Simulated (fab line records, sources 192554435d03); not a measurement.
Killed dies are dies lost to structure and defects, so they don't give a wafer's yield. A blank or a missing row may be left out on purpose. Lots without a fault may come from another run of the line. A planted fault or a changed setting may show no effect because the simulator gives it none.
Chamber matching | flow n5_finfet | N5_BEOL_M8_DEP_56 on pecvd-04: 3 sister chambers
The step deposits SiCN from 3MS/NH3, target thk 10 nm, time 17.5 s. 3 wafers are shown with their chamber, then 8 later ones without.

WAFERS WITH THEIR CHAMBER
wafer  | chamber | showerhead_plenum_p_Torr (Torr)
L088.2 | 0       | 3.619
L089.4 | 2       | 3.661
L091.1 | 1       | 3.675

WAFERS WITHOUT THEIR CHAMBER
wafer  | showerhead_plenum_p_Torr (Torr)
L091.4 | 3.657
L091.5 | 3.663
L094.1 | 3.659
L094.5 | 3.666
L094.6 | 3.669
L095.3 | 3.669
L095.5 | 3.616
L095.6 | 3.667

WHICH CHAMBER EACH WENT THROUGH
wafer  | from the rows above     | in truth
L091.4 | 2                       | 2
L091.5 | 2                       | 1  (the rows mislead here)
L094.1 | 2                       | 2
L094.5 | can't be placed: 2 or 1 | 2
L094.6 | can't be placed: 1 or 2 | 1
L095.3 | can't be placed: 1 or 2 | 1
L095.5 | 0                       | 0
L095.6 | can't be placed: 2 or 1 | 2
Placed correctly: 3 of 8. Can't be placed from these rows: 4 (the true chamber is among the candidates in 4). Placed wrongly: 1.
How it was worked out, from the rows above alone: a wafer's distance from a chamber is the root of the sum, over the readings, of the square of ((its reading less the chamber's mean) divided by the reading's scatter). The wafer belongs to the nearest chamber; if the next one is less than 2 further off, it can't be placed. A chamber's mean is the mean of its shown wafers. The scatter: with one shown wafer a chamber, the root of the mean of the squares of how far each hidden wafer lies from its nearest shown one.
